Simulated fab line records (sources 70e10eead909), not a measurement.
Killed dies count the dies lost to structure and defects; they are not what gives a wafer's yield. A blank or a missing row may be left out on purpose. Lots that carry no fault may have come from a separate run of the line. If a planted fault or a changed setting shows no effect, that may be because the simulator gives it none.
Which tool was responsible?    flow nand-harc    11 lots with 30 wafers sampled at 5 steps, on a route of 1159 steps

## WHAT THE GAUGES SHOWED, per wafer
NHARC_END_SORT_01.
lot   measured      on         killed-at-array
L332  day 22 22:17  prober-02  233 48
L333  day 24 00:59  prober-01  192 14
L335  day 24 13:27  prober-02  275 46

## EACH LOT AND THE TOOL THAT RAN IT (in order: tool; ch and the chambers of the sampled wafers; start)
lot   NHARC_A_STAIRCASE_ETCH_170                     NHARC_A_STAIRCASE_DESCUM_11         NHARC_A_STAIRCASE_TRIM_16           NHARC_A_STAIRCASE_TRIM_22
L316  rie-diel-05 ch 1,2,3, day 10 16:55 or earlier  rie-diel-08 ch 1,2,3, day 10 16:55  rie-diel-08 ch 1,2,3, day 10 17:35  rie-diel-13 ch 1,2, no start
L317  rie-diel-05 ch 0,3, day 11 05:14 or earlier    rie-diel-08 ch 0,3, day 11 05:14    rie-diel-08 ch 0,2,3, day 11 05:49  rie-diel-08 ch 1,2,3, no start
L318  rie-diel-08 ch 1,2, day 11 05:39 or earlier    rie-diel-05 ch 0,1,2, day 11 05:39  rie-diel-05 ch 0,1,3, day 11 06:12  rie-diel-05 ch 0,3, no start
L320  rie-diel-13 ch 1,2, day 11 12:55 or earlier    rie-diel-05 ch 0,1, day 11 12:55    rie-diel-05 ch 0,2,3, day 11 13:38  rie-diel-08 ch 0,1,3, no start
L324  rie-diel-05 ch 0,1,3, day 12 14:17 or earlier  rie-diel-05 ch 0,2,3, day 12 14:17  rie-diel-05 ch 0,1, day 12 14:56    rie-diel-08 ch 1,2, no start
L323  rie-diel-08 ch 0,1,3, day 12 14:26 or earlier  rie-diel-08 ch 0,1,2, day 12 14:26  rie-diel-08 ch 1,2,3, day 12 15:55  rie-diel-05 ch 0,1,3, no start
L328  rie-diel-05 ch 2,3, day 14 03:14 or earlier    rie-diel-08 ch 0,1,2, day 14 03:14  rie-diel-08 ch 1,3, day 14 03:47    rie-diel-05 ch 1,2,3, no start
L332  rie-diel-08 ch 0,3, day 14 10:04 or earlier    rie-diel-05 ch 0,1, day 14 10:04    rie-diel-05 ch 1,3, day 14 12:09    rie-diel-05 ch 1,2, day 22 22:17 or earlier
L333  rie-diel-05 ch 0,2, day 15 00:11 or earlier    rie-diel-05 ch 1,2, day 15 00:11    rie-diel-05 ch 0,3, day 15 00:45    rie-diel-05 ch 0,1, day 24 00:59 or earlier
L335  rie-diel-05 ch 2,3, day 15 15:42 or earlier    rie-diel-05 ch 2, day 15 15:42      rie-diel-05 ch 1,2, day 15 16:17    rie-diel-05 ch 1,3, day 24 13:27 or earlier
L338  rie-diel-08 ch 2,3, day 16 14:26 or earlier    rie-diel-08 ch 0,3, day 16 14:26    rie-diel-08 ch 0,3, day 16 14:58    rie-diel-13 ch 0,1,2, no start
- NHARC_A_STAIRCASE_ETCH_170: etches the open film in C4F6/O2, target depth 200 nm, time 66.667 s.
- NHARC_A_STAIRCASE_DESCUM_11: chemistry O2, time 3 s.
- NHARC_A_STAIRCASE_TRIM_16: chemistry O2, time 211.2 s.
- NHARC_A_STAIRCASE_TRIM_22: chemistry O2, time 211.2 s.

## THE ANSWER, worked out from the rows above alone
Rule: the usual values come from the lots themselves. Put in order of their means at a reading, lots are off if they are a third of the lots or fewer, leave a main group of 4 or more, and stand apart from it by a gap of 3 or more times the standard deviation of the main group's means; of several such gaps the widest counts. A main group whose means are all the same, to the digits that the tables above print for the reading, isn't used. A lot without any number at a reading at which 4 lots or more have one is off too. The other lots that the step has rows for count as sound.
No lot is off on any of the readings shown, so nothing can be concluded from this.

## WHAT THE SIMULATOR PUT IN
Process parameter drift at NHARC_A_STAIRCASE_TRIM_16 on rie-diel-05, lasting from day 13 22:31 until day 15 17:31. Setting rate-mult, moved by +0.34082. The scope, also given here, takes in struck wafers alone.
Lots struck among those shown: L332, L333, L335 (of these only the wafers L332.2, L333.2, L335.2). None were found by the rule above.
